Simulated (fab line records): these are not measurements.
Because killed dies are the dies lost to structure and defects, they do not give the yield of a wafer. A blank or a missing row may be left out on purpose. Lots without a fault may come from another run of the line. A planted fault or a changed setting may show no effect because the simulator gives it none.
Split-lot experiment / flow n5_finfet / 7 lots, 39 wafers read, on a route of 1938 steps

== SPLIT DETAILS ==
At N5_SD_EPI_N_ETCH_16 (etches SiO2 in CHF3/O2, target depth 5 nm), the setting target_depth_a was moved away from the recipe's 50 angstrom on 6 of the 39 wafers read, by -9.5% to +9.3%. For the rest of the wafers, this setting stayed at what the recipe calls for.

The reading is taken at the split's own step.

== THE READING ==
etch.depth_nm (the simulator's own value, which no gauge read), in nm, at N5_SD_EPI_N_ETCH_16 (etches SiO2 in CHF3/O2, target depth 5 nm). The file does not state a usual value for it. The 33 wafers here that ran the recipe average 5.029 nm, standard deviation 0.06 nm.

wafer=L075.1; tool, chamber at the split=rie_diel-01, 2; target_depth_a as run, angstrom=45.24; against the recipe=-9.5%; etch.depth_nm, nm=4.548; against lot-mates on the recipe=-0.448
wafer=L075.2; tool, chamber at the split=rie_diel-01, 1; target_depth_a as run, angstrom=50; against the recipe=recipe; etch.depth_nm, nm=4.991; against lot-mates on the recipe=-
wafer=L075.3; tool, chamber at the split=rie_diel-01, 3; target_depth_a as run, angstrom=45.24; against the recipe=-9.5%; etch.depth_nm, nm=4.555; against lot-mates on the recipe=-0.441
wafer=L075.4; tool, chamber at the split=rie_diel-01, 0; target_depth_a as run, angstrom=50; against the recipe=recipe; etch.depth_nm, nm=4.949; against lot-mates on the recipe=-
wafer=L075.5; tool, chamber at the split=rie_diel-01, 2; target_depth_a as run, angstrom=45.24; against the recipe=-9.5%; etch.depth_nm, nm=4.527; against lot-mates on the recipe=-0.469
wafer=L075.6; tool, chamber at the split=rie_diel-01, 1; target_depth_a as run, angstrom=50; against the recipe=recipe; etch.depth_nm, nm=5.047; against lot-mates on the recipe=-
wafer=L076.1; tool, chamber at the split=rie_diel-01, 3; target_depth_a as run, angstrom=50; against the recipe=recipe; etch.depth_nm, nm=5.093; against lot-mates on the recipe=-
wafer=L076.2; tool, chamber at the split=rie_diel-01, 2; target_depth_a as run, angstrom=50; against the recipe=recipe; etch.depth_nm, nm=5.082; against lot-mates on the recipe=-
wafer=L076.3; tool, chamber at the split=rie_diel-01, 0; target_depth_a as run, angstrom=50; against the recipe=recipe; etch.depth_nm, nm=4.97; against lot-mates on the recipe=-
wafer=L076.4; tool, chamber at the split=rie_diel-01, 0; target_depth_a as run, angstrom=50; against the recipe=recipe; etch.depth_nm, nm=4.949; against lot-mates on the recipe=-
wafer=L076.5; tool, chamber at the split=rie_diel-01, 3; target_depth_a as run, angstrom=50; against the recipe=recipe; etch.depth_nm, nm=5.115; against lot-mates on the recipe=-
wafer=L076.6; tool, chamber at the split=rie_diel-01, 2; target_depth_a as run, angstrom=50; against the recipe=recipe; etch.depth_nm, nm=5.032; against lot-mates on the recipe=-
wafer=L084.1; tool, chamber at the split=rie_diel-01, 0; target_depth_a as run, angstrom=50; against the recipe=recipe; etch.depth_nm, nm=4.959; against lot-mates on the recipe=-
wafer=L084.2; tool, chamber at the split=rie_diel-01, 3; target_depth_a as run, angstrom=50; against the recipe=recipe; etch.depth_nm, nm=5.073; against lot-mates on the recipe=-
wafer=L084.3; tool, chamber at the split=rie_diel-01, 1; target_depth_a as run, angstrom=50; against the recipe=recipe; etch.depth_nm, nm=5.004; against lot-mates on the recipe=-
wafer=L084.4; tool, chamber at the split=rie_diel-01, 1; target_depth_a as run, angstrom=50; against the recipe=recipe; etch.depth_nm, nm=5.013; against lot-mates on the recipe=-
wafer=L084.5; tool, chamber at the split=rie_diel-01, 3; target_depth_a as run, angstrom=50; against the recipe=recipe; etch.depth_nm, nm=5.102; against lot-mates on the recipe=-
wafer=L084.6; tool, chamber at the split=rie_diel-01, 0; target_depth_a as run, angstrom=50; against the recipe=recipe; etch.depth_nm, nm=4.96; against lot-mates on the recipe=-
wafer=L087.1; tool, chamber at the split=rie_diel-04, 2; target_depth_a as run, angstrom=50; against the recipe=recipe; etch.depth_nm, nm=5.049; against lot-mates on the recipe=-
wafer=L087.2; tool, chamber at the split=rie_diel-04, 0; target_depth_a as run, angstrom=50; against the recipe=recipe; etch.depth_nm, nm=5.147; against lot-mates on the recipe=-
wafer=L087.3; tool, chamber at the split=rie_diel-04, 3; target_depth_a as run, angstrom=50; against the recipe=recipe; etch.depth_nm, nm=5.012; against lot-mates on the recipe=-
wafer=L087.4; tool, chamber at the split=rie_diel-04, 2; target_depth_a as run, angstrom=50; against the recipe=recipe; etch.depth_nm, nm=5.008; against lot-mates on the recipe=-
wafer=L087.5; tool, chamber at the split=rie_diel-04, 0; target_depth_a as run, angstrom=50; against the recipe=recipe; etch.depth_nm, nm=5.126; against lot-mates on the recipe=-
wafer=L087.6; tool, chamber at the split=rie_diel-04, 3; target_depth_a as run, angstrom=50; against the recipe=recipe; etch.depth_nm, nm=5.064; against lot-mates on the recipe=-
wafer=L088.2; tool, chamber at the split=rie_diel-04, 0; target_depth_a as run, angstrom=50; against the recipe=recipe; etch.depth_nm, nm=5.122; against lot-mates on the recipe=-
wafer=L088.3; tool, chamber at the split=rie_diel-04, 3; target_depth_a as run, angstrom=50; against the recipe=recipe; etch.depth_nm, nm=5.052; against lot-mates on the recipe=-
wafer=L088.5; tool, chamber at the split=rie_diel-04, 1; target_depth_a as run, angstrom=50; against the recipe=recipe; etch.depth_nm, nm=4.934; against lot-mates on the recipe=-
wafer=L091.1; tool, chamber at the split=rie_diel-02, 0; target_depth_a as run, angstrom=50; against the recipe=recipe; etch.depth_nm, nm=4.922; against lot-mates on the recipe=-
wafer=L091.2; tool, chamber at the split=rie_diel-02, 3; target_depth_a as run, angstrom=50; against the recipe=recipe; etch.depth_nm, nm=4.965; against lot-mates on the recipe=-
wafer=L091.3; tool, chamber at the split=rie_diel-02, 2; target_depth_a as run, angstrom=50; against the recipe=recipe; etch.depth_nm, nm=4.995; against lot-mates on the recipe=-
wafer=L091.4; tool, chamber at the split=rie_diel-02, 1; target_depth_a as run, angstrom=50; against the recipe=recipe; etch.depth_nm, nm=5.024; against lot-mates on the recipe=-
wafer=L091.5; tool, chamber at the split=rie_diel-02, 2; target_depth_a as run, angstrom=50; against the recipe=recipe; etch.depth_nm, nm=5.005; against lot-mates on the recipe=-
wafer=L091.6; tool, chamber at the split=rie_diel-02, 3; target_depth_a as run, angstrom=50; against the recipe=recipe; etch.depth_nm, nm=5; against lot-mates on the recipe=-
wafer=L094.1; tool, chamber at the split=rie_diel-02, 1; target_depth_a as run, angstrom=50; against the recipe=recipe; etch.depth_nm, nm=5.103; against lot-mates on the recipe=-
wafer=L094.2; tool, chamber at the split=rie_diel-02, 3; target_depth_a as run, angstrom=54.67; against the recipe=+9.3%; etch.depth_nm, nm=5.546; against lot-mates on the recipe=+0.485
wafer=L094.3; tool, chamber at the split=rie_diel-02, 2; target_depth_a as run, angstrom=54.67; against the recipe=+9.3%; etch.depth_nm, nm=5.548; against lot-mates on the recipe=+0.487
wafer=L094.4; tool, chamber at the split=rie_diel-02, 0; target_depth_a as run, angstrom=54.67; against the recipe=+9.3%; etch.depth_nm, nm=5.447; against lot-mates on the recipe=+0.386
wafer=L094.5; tool, chamber at the split=rie_diel-02, 3; target_depth_a as run, angstrom=50; against the recipe=recipe; etch.depth_nm, nm=5.045; against lot-mates on the recipe=-
wafer=L094.6; tool, chamber at the split=rie_diel-02, 0; target_depth_a as run, angstrom=50; against the recipe=recipe; etch.depth_nm, nm=5.035; against lot-mates on the recipe=-

THE FIT
A straight line over all 39 wafers: etch.depth_nm changes by +0.0514 nm for each +1% of target_depth_a; r = +0.96; the points scatter about the line by 0.058 nm.
The same after taking each lot's own level away (the mean of its wafers on the recipe; 39 wafers): +0.048 nm for each +1%; r = +0.96; scatter 0.051 nm.
Per that fit: largest target_depth_a move, reading shift of 0.46 nm.
Measured against the standard deviation above, the lots' own levels, which go from 4.9852 to 5.0677 nm, span 1.4 times it.
Hence the lot-to-lot level has little effect on the slope; both slopes agree.
Check: for one of the wafers moved furthest among these (-9.5%), held out of the fit, the line's prediction against its lot-mates is -0.458 nm. Against them it came out at -0.448 nm.

== OTHER SPLITS APPLIED TO THESE WAFERS ==
Note: prior to the reading, these wafers also went through further splits. Each is held against what the fit with the lots' levels taken away leaves over:
other split on the same wafers=N5_FIN_CUT_CUT_ETCH_15 time_s; wafers away from the commonest value=15; r with etch.depth_nm (lot level and that fit taken away)=+0.19
other split on the same wafers=N5_DUMMY_GATE_ETCH_42 bias_w; wafers away from the commonest value=18; r with etch.depth_nm (lot level and that fit taken away)=-0.06

== THE FILE'S OWN FIT ==
etch.depth_nm changes by +0.048 nm for each +1% of target_depth_a, r = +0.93.
